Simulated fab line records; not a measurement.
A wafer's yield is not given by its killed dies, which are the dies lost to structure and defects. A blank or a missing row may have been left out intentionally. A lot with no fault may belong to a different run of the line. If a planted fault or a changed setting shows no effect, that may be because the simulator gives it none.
Matching of chambers    flow nand-harc    NHARC_A_BONDPAD_CMP_29 on cmp-04 has 4 sister chambers
The step polishes SiCN, target thk 200 nm. 20 wafers are shown with their chamber, then 10 later ones without.

EACH WAFER AND ITS CHAMBER
wafer   chamber  motor-current-A (A)  retaining-ring-pressure-frac
L076.4  3        12.1                 1.004
L076.5  3        11.3                 1.006
L076.6  2        13.9                 0.997
L074.1  2        14.1                 1.002
L074.2  3        12.1                 1.001
L074.4  1        12.9                 0.994
L075.3  2        13.9                 1.009
L075.5  1        13.0                 1.002
L075.6  2        13.9                 1.013
L082.1  0        12.4                 1.005
L082.4  3        11.4                 0.996
L082.5  3        11.5                 0.992
L084.2  2        13.6                 0.996
L084.5  2        13.7                 0.989
L084.6  3        11.8                 1.002
L085.1  3        11.7                 1.013
L085.2  0        12.0                 1.001
L085.4  2        13.6                 1.006
L087.1  3        12.3                 0.995
L087.4  0        12.0                 0.999

SIGNATURES, as means of the wafers listed above
reading                       chamber 0  chamber 1  chamber 2  chamber 3  scatter within a chamber
motor-current-A               12.133     12.950     13.814     11.775     0.28
retaining-ring-pressure-frac  1.00167    0.99800    1.00171    1.00113    0.00701
Rule: a wafer's distance from a chamber is the root of the sum, over the readings, of the square of ((its reading less the chamber's mean) divided by the reading's scatter). If the next closest chamber is less than 2 further off than the closest, the wafer can't be placed; otherwise it belongs to the closest. The scatter: take each reading less its chamber's mean, square it, sum over the shown wafers, divide by the number of wafers less the number of chambers, and take the root.

WAFERS WHOSE CHAMBER IS MISSING
wafer   motor-current-A (A)  retaining-ring-pressure-frac
L087.6  13.4                 0.993
L094.2  13.2                 1.007
L094.3  11.6                 1.002
L094.5  11.6                 1.007
L096.2  14.4                 1.002
L096.4  11.0                 0.999
L096.5  11.9                 0.996
L095.1  12.0                 1.006
L095.3  14.2                 0.999
L095.6  13.0                 1.007

THE CHAMBER EACH PASSED THROUGH
wafer   from the rows above           in truth
L087.6  can't be placed: 1 or 2       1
L094.2  can't be placed: 1 or 2       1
L094.3  can't be placed: 3 or 0       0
L094.5  can't be placed: 3 or 0       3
L096.2  2                             2
L096.4  can't be placed: 3 or 0       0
L096.5  can't be placed: 3 or 0       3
L095.1  can't be placed: 0 or 3       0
L095.3  2                             2
L095.6  can't be placed: 1 or 2 or 0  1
Placed correctly: 2 of 10. From these rows, 8 cannot be placed; in 8 the true chamber is one of the candidates. Number placed wrongly: 0.
